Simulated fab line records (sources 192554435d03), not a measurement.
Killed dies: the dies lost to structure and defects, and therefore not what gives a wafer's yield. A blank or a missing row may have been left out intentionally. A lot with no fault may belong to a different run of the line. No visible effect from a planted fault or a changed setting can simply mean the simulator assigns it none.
A struck lot beside a sound one + flow n5 finfet + 16 out of 1938 route steps
Sound: the wafers L767.1, L767.3, L767.5. Wafers L772.4, L772.5, L772.6 were the ones struck. The cause is named last.
For every step that has rows: the tool of each side, followed by ch and its chambers, followed by its first start. Under that, the readings that differ: sound wafers + struck wafers + difference of the means + sigmas: that difference in standard deviations of wafers without a fault.
alike: words and numbers the same on both sides, and readings whose means are apart by under 2 such deviations; not compared: readings that were withheld, readings missing a value for some wafer, numbers with overlapping values and no deviation given by the record, and bounds like >300 which may hide the same value.
A row with sigmas, a row that says differs or no value, or rows on one side alone: a step with any of these is where the two part. Non-overlapping numbers with no deviation appear without sigmas and do not part them. A reading missing from all wafers of one side parts the sides only when that side holds two or more wafers.

N5_BEOL_M1_ANNEAL_95: time 240 s.
  struck on pvd sputter-03, day 7 19:53; sound on pvd sputter-02, day 6 12:50
  alike: heater power w
N5_BEOL_M1_SPUTTER_96: material Cu, target thk 4.5 nm, time 8.29 s.
  struck on pvd sputter-03, day 7 19:59; sound on pvd sputter-02, day 6 12:58
  alike: substrate temp c, throttle valve pct
then, 3 steps without rows for these wafers: N5_BEOL_M1_ECD_50 (material Cu, target thk 300 nm); N5_BEOL_M1_ANNEAL_51 (time 90 s); N5_BEOL_M1_CMP_52 (polishes, stops on SiOC, t overpolish 6.8 s, target thk 40 nm).
N5_BEOL_M1_THK_MEAS_53: measures by xrf.
  struck on film metro-01, day 7 20:45; sound on film metro-01, day 6 13:46
  alike: M1_THK
N5_BEOL_M1_PRE_CLEAN_60: time 15 s.
  sound on cvd co-02 ch 0,1,2, day 6 13:52; struck on cvd co-02 ch 0,1,2, day 7 20:49
  alike: heater power w
N5_BEOL_M1_CO_CAP_55: material Co, precursor CCTBA/H2, target thk 2 nm, time 102.1 s.
  sound on cvd co-02 ch 0,1,2, day 6 13:54; struck on cvd co-02 ch 0,1,2, day 7 20:52
  alike: heater power w
then, 1 step without rows for these wafers: N5_BEOL_M1_PRE_CLEAN_56 (time 15 s).
N5_BEOL_M1_DEP_57: deposits SiCN from 3MS/NH3, target thk 8 nm, time 14 s.
  sound on pecvd-02 ch 0,1,2, day 6 14:01; struck on pecvd-03 ch 0,1,2, day 7 20:58
  alike: showerhead plenum p Torr, throttle valve pct
N5_BEOL_M1_RS_MEAS_58: measurement is done with a four-point probe.
  struck on film metro-02, day 7 21:01; sound on film metro-01, day 6 14:05
  alike: M1_RS
N5_BEOL_M1_INSPECT_59: inspects for defects (darkfield).
  struck on defect inspect-02, day 7 21:02; sound on defect inspect-02, day 6 14:07
  alike: raw defect count
N5_BEOL_M2_ILD_DEP_00: deposits SiOC from DEMS/O2, target thk 79 nm, time 15.3 s.
  sound on pecvd-02 ch 0,1, day 6 14:09; struck on pecvd-02 ch 0,1, day 7 21:05
| reading              | sound                | struck               | difference | sigmas |
|----------------------|----------------------|----------------------|------------|--------|
| susceptor temp C (C) | 350.27 349.73 349.93 | 348.31 348.40 348.55 | -1.56      | -8     |
  alike: heater power w, showerhead plenum p Torr, throttle valve pct
N5_BEOL_M2_THK_MEAS_01:
  struck on film metro-01, day 7 21:10; sound on film metro-01, day 6 14:13
  alike: M2_ILD_THK
-- the record jumps here: 3 days lie between the struck wafers' starts before and after (it left off in module BEOL_M2 and takes up again in module BEOL_M4, whose first step shown is number 1111 of the route) --
N5_BEOL_M4_RC_MEAS_101:
  sound on prober-01 ch 0, day 8 22:01; struck on prober-02 ch 0, day 11 02:08
  alike: DIBL_N, DIBL_P, IOFF_N, IOFF_P, ION_N, ION_P, SS_N, SS_P, VT_N, VT_P
N5_PASSIVATION_PROBE_49:
  rows exist in the record for the sound wafers here (prober-01, day 13 06:07), none for the struck ones

WHERE THEY PART
At N5_BEOL_M2_ILD_DEP_00 first; at N5_PASSIVATION_PROBE_49 last (within this record only).

WHY: the cause the simulator had injected
Drift in process parameters on pecvd-02 at N5_BEOL_M2_ILD_DEP_00, starting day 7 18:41. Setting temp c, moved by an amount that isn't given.
